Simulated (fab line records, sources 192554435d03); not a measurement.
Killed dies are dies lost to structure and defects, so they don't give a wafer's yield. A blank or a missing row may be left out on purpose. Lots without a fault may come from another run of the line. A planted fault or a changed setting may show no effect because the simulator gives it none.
Which tool did it? | flow n5_finfet | 12 lots, 36 wafers sampled, at 4 steps of a route of 1938

WHAT THE GAUGES READ, wafer by wafer
The record holds no reading of a measuring or inspecting step that can be judged against a usual standard deviation.

WHICH TOOL RAN EACH LOT (tool, then ch and the chambers of the sampled wafers, then the start)
lot  | N5_BEOL_M5_DEGAS_44          | N5_BEOL_M5_ANNEAL_84         | N5_BEOL_M5_ANNEAL_89         | N5_BEOL_M5_CO_CAP_78
L456 | pvd_sputter-03, day 8 08:10  | pvd_sputter-03, day 8 11:08  | pvd_sputter-03, day 8 12:13  | cvd_co-02 ch 0,1,2, day 8 14:06
L461 | pvd_sputter-01, day 9 18:52  | pvd_sputter-01, day 9 21:46  | pvd_sputter-01, day 9 22:51  | cvd_co-02 ch 0,2, day 10 00:44
L462 | pvd_sputter-02, day 9 18:59  | pvd_sputter-02, day 9 21:55  | pvd_sputter-02, day 9 23:00  | cvd_co-01 ch 1,2, day 10 00:57
L460 | pvd_sputter-02, day 9 19:04  | pvd_sputter-03, day 9 23:14  | pvd_sputter-03, day 10 00:19 | cvd_co-02 ch 0,1,2, day 10 02:21
L464 | pvd_sputter-02, day 10 00:23 | pvd_sputter-02, day 10 03:24 | pvd_sputter-02, day 10 04:29 | cvd_co-01 ch 1,2, day 10 06:22
L466 | pvd_sputter-01, day 10 15:07 | pvd_sputter-02, day 10 19:19 | pvd_sputter-02, day 10 20:23 | cvd_co-02 ch 0,2, day 10 22:16
L469 | pvd_sputter-01, day 11 12:49 | pvd_sputter-02, day 11 15:39 | pvd_sputter-02, day 11 16:44 | cvd_co-02 ch 0,1,2, day 11 18:39
L468 | pvd_sputter-02, day 11 21:23 | pvd_sputter-03, day 12 00:20 | pvd_sputter-03, day 12 01:25 | cvd_co-01 ch 0,1, day 12 03:24
L473 | pvd_sputter-03, day 12 03:02 | pvd_sputter-03, day 12 06:02 | pvd_sputter-03, day 12 07:08 | cvd_co-02 ch 1,2, day 12 09:01
L472 | pvd_sputter-02, day 12 07:40 | pvd_sputter-02, day 12 10:42 | pvd_sputter-02, day 12 11:47 | cvd_co-02 ch 0,1,2, day 12 13:59
L478 | pvd_sputter-03, day 14 04:08 | pvd_sputter-01, day 14 07:01 | pvd_sputter-01, day 14 08:06 | cvd_co-01 ch 0,2, day 14 09:59
L479 | pvd_sputter-02, day 14 08:40 | pvd_sputter-01, day 14 11:37 | pvd_sputter-01, day 14 12:43 | cvd_co-01 ch 0,1, day 14 14:35
- N5_BEOL_M5_DEGAS_44: time 60 s.
- N5_BEOL_M5_ANNEAL_84: time 1800 s.
- N5_BEOL_M5_ANNEAL_89: time 1800 s.
- N5_BEOL_M5_CO_CAP_78: material Co, precursor CCTBA/H2, target thk 2 nm, time 102.1 s.

WHAT THE TOOLS THEMSELVES READ (means of the sampled wafers that have a number; where no wafer has one, the mark that the record gives instead)
N5_BEOL_M5_DEGAS_44.
lot  | tool           | heater_power_w (W)
L456 | pvd_sputter-03 | 353
L461 | pvd_sputter-01 | 341
L462 | pvd_sputter-02 | 351
L460 | pvd_sputter-02 | 353
L464 | pvd_sputter-02 | 368
L466 | pvd_sputter-01 | 323
L469 | pvd_sputter-01 | 342
L468 | pvd_sputter-02 | 353
L473 | pvd_sputter-03 | 350
L472 | pvd_sputter-02 | 351
L478 | pvd_sputter-03 | 335
L479 | pvd_sputter-02 | 345

N5_BEOL_M5_ANNEAL_84.
lot  | tool           | heater_power_w (W)
L456 | pvd_sputter-03 | 896
L461 | pvd_sputter-01 | 826
L462 | pvd_sputter-02 | 882
L460 | pvd_sputter-03 | 834
L464 | pvd_sputter-02 | 877
L466 | pvd_sputter-02 | 900
L469 | pvd_sputter-02 | 860
L468 | pvd_sputter-03 | 841
L473 | pvd_sputter-03 | 933
L472 | pvd_sputter-02 | 871
L478 | pvd_sputter-01 | 822
L479 | pvd_sputter-01 | 822

N5_BEOL_M5_ANNEAL_89.
lot  | tool           | heater_power_w (W)
L456 | pvd_sputter-03 | 907
L461 | pvd_sputter-01 | 832
L462 | pvd_sputter-02 | 860
L460 | pvd_sputter-03 | 849
L464 | pvd_sputter-02 | 888
L466 | pvd_sputter-02 | 903
L469 | pvd_sputter-02 | 868
L468 | pvd_sputter-03 | 833
L473 | pvd_sputter-03 | 942
L472 | pvd_sputter-02 | 865
L478 | pvd_sputter-01 | 829
L479 | pvd_sputter-01 | 823

N5_BEOL_M5_CO_CAP_78.
lot  | tool      | heater_power_w (W) | run_length_s (s)
L456 | cvd_co-02 | 230                | 124.8
L461 | cvd_co-02 | 222                | 124.9
L462 | cvd_co-01 | 254                | 125.4
L460 | cvd_co-02 | 230                | 124.7
L464 | cvd_co-01 | 254                | 125.3
L466 | cvd_co-02 | 241                | 124.6
L469 | cvd_co-02 | 233                | 116.4
L468 | cvd_co-01 | 219                | 125.0
L473 | cvd_co-02 | 253                | 116.2
L472 | cvd_co-02 | 229                | 116.7
L478 | cvd_co-01 | 235                | 125.3
L479 | cvd_co-01 | 216                | 125.2

THE ANSWER, worked out from the rows above alone
Rule: what is usual is taken from the lots themselves. Put in order of their means at a reading, lots are off if they are a third of the lots or fewer, leave a main group of 4 or more, and stand apart from it by a gap of 3 or more times the standard deviation of the main group's means; of several such gaps the widest counts. A main group whose means are all the same, to the digits that the tables above print for the reading, isn't used. A lot without any number at a reading at which 4 lots or more have one is off too. The other lots that the step has rows for count as sound. The gauges are gone through in route order, then the tools' own readings, and for those a lot's mean is taken as printed above. The first step at which some lot is off is used, and at that step the reading that is off furthest; a lot without a number counts as furthest.
Off: L469, L473, L472, at N5_BEOL_M5_CO_CAP_78 (run_length_s). The main group: mean 125.0 s, standard deviation 0.27.
A tool fits if, at that step or a process step before it, it ran every lot that is off, and no sound lot after the first of them. One fits: cvd_co-02 at N5_BEOL_M5_CO_CAP_78. Its last sound lot is L466 (day 10 22:16), its first lot that is off L469 (day 11 18:39): a fault that began between those two fits.
The tool's own readings at N5_BEOL_M5_CO_CAP_78 bear it out: on the lots that are off they differ by more than 5 times the standard deviation of the sound lots' means. run_length_s reads 116.4 s there against 125.0 s on the sound lots.

WHAT THE SIMULATOR HAD PUT IN
Process parameter drift: cvd_co-02, from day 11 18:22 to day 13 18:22, at N5_BEOL_M5_CO_CAP_78. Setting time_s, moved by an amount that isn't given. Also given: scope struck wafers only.
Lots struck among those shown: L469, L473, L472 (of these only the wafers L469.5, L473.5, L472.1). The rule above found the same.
